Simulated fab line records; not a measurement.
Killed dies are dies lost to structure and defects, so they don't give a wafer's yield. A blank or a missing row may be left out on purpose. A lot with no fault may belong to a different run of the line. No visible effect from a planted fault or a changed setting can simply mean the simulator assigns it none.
Matching of chambers / flow n5-finfet / 4 sister chambers for N5_BEOL_M3_DESCUM_16 on rie-diel-01
The step chemistry O2, time 7 s. 16 wafers are shown with their chamber, then 8 later ones without.

WAFERS WITH THEIR CHAMBER
wafer=L076.3; chamber=2; throttle-valve-pct (%)=20.06; showerhead-plenum-p-Torr (Torr)=2.12; oes-product-au (a.u.)=0.92
wafer=L076.4; chamber=2; throttle-valve-pct (%)=20.05; showerhead-plenum-p-Torr (Torr)=2.12; oes-product-au (a.u.)=0.92
wafer=L076.5; chamber=1; throttle-valve-pct (%)=20.04; showerhead-plenum-p-Torr (Torr)=2.08; oes-product-au (a.u.)=0.79
wafer=L077.1; chamber=2; throttle-valve-pct (%)=20.05; showerhead-plenum-p-Torr (Torr)=2.11; oes-product-au (a.u.)=0.91
wafer=L077.2; chamber=1; throttle-valve-pct (%)=20.03; showerhead-plenum-p-Torr (Torr)=2.08; oes-product-au (a.u.)=0.78
wafer=L077.5; chamber=2; throttle-valve-pct (%)=20.06; showerhead-plenum-p-Torr (Torr)=2.11; oes-product-au (a.u.)=0.91
wafer=L078.1; chamber=0; throttle-valve-pct (%)=19.98; showerhead-plenum-p-Torr (Torr)=2.13; oes-product-au (a.u.)=0.97
wafer=L078.4; chamber=2; throttle-valve-pct (%)=20.06; showerhead-plenum-p-Torr (Torr)=2.11; oes-product-au (a.u.)=0.90
wafer=L078.6; chamber=2; throttle-valve-pct (%)=20.05; showerhead-plenum-p-Torr (Torr)=2.11; oes-product-au (a.u.)=0.91
wafer=L082.3; chamber=2; throttle-valve-pct (%)=20.06; showerhead-plenum-p-Torr (Torr)=2.11; oes-product-au (a.u.)=0.88
wafer=L082.5; chamber=3; throttle-valve-pct (%)=20.59; showerhead-plenum-p-Torr (Torr)=2.01; oes-product-au (a.u.)=0.75
wafer=L082.6; chamber=2; throttle-valve-pct (%)=20.07; showerhead-plenum-p-Torr (Torr)=2.11; oes-product-au (a.u.)=0.88
wafer=L083.3; chamber=1; throttle-valve-pct (%)=20.06; showerhead-plenum-p-Torr (Torr)=2.07; oes-product-au (a.u.)=0.77
wafer=L083.4; chamber=3; throttle-valve-pct (%)=20.59; showerhead-plenum-p-Torr (Torr)=2.01; oes-product-au (a.u.)=0.74
wafer=L083.6; chamber=1; throttle-valve-pct (%)=20.05; showerhead-plenum-p-Torr (Torr)=2.07; oes-product-au (a.u.)=0.76
wafer=L092.1; chamber=0; throttle-valve-pct (%)=20.02; showerhead-plenum-p-Torr (Torr)=2.12; oes-product-au (a.u.)=0.90

SIGNATURES, as means of the wafers listed above
reading=throttle-valve-pct; chamber 0=20.0000; chamber 1=20.0450; chamber 2=20.0575; chamber 3=20.5900; scatter within a chamber=0.0117
reading=showerhead-plenum-p-Torr; chamber 0=2.1250; chamber 1=2.0750; chamber 2=2.1125; chamber 3=2.0100; scatter within a chamber=0.005
reading=oes-product-au; chamber 0=0.9350; chamber 1=0.7750; chamber 2=0.9038; chamber 3=0.7450; scatter within a chamber=0.02
Rule: a wafer's distance from a chamber is the root of the sum, over the readings, of the square of ((its reading less the chamber's mean) divided by the reading's scatter). If the next closest chamber is less than 2 further off than the closest, the wafer can't be placed; otherwise it belongs to the closest. The scatter: the root of (the sum of the squares of (reading less its chamber's mean) over the shown wafers, divided by (wafers less chambers)).

WAFERS WITH NO CHAMBER GIVEN
wafer=L092.3; throttle-valve-pct (%)=20.11; showerhead-plenum-p-Torr (Torr)=2.10; oes-product-au (a.u.)=0.86
wafer=L092.4; throttle-valve-pct (%)=20.09; showerhead-plenum-p-Torr (Torr)=2.07; oes-product-au (a.u.)=0.76
wafer=L093.4; throttle-valve-pct (%)=20.08; showerhead-plenum-p-Torr (Torr)=2.10; oes-product-au (a.u.)=0.85
wafer=L093.5; throttle-valve-pct (%)=20.64; showerhead-plenum-p-Torr (Torr)=2.00; oes-product-au (a.u.)=0.72
wafer=L093.6; throttle-valve-pct (%)=20.01; showerhead-plenum-p-Torr (Torr)=2.12; oes-product-au (a.u.)=0.89
wafer=L097.2; throttle-valve-pct (%)=20.10; showerhead-plenum-p-Torr (Torr)=2.06; oes-product-au (a.u.)=0.74
wafer=L097.5; throttle-valve-pct (%)=20.12; showerhead-plenum-p-Torr (Torr)=2.10; oes-product-au (a.u.)=0.85
wafer=L097.6; throttle-valve-pct (%)=20.10; showerhead-plenum-p-Torr (Torr)=2.06; oes-product-au (a.u.)=0.74

CHAMBER TAKEN BY EACH
wafer=L092.3; from the rows above=2; in truth=2
wafer=L092.4; from the rows above=1; in truth=1
wafer=L093.4; from the rows above=2; in truth=2
wafer=L093.5; from the rows above=3; in truth=3
wafer=L093.6; from the rows above=can't be placed: 0 or 2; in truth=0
wafer=L097.2; from the rows above=1; in truth=1
wafer=L097.5; from the rows above=2; in truth=2
wafer=L097.6; from the rows above=1; in truth=1
Correctly placed: 7 of 8. From these rows, 1 cannot be placed; in 1 the true chamber is one of the candidates. Placed wrongly: 0.
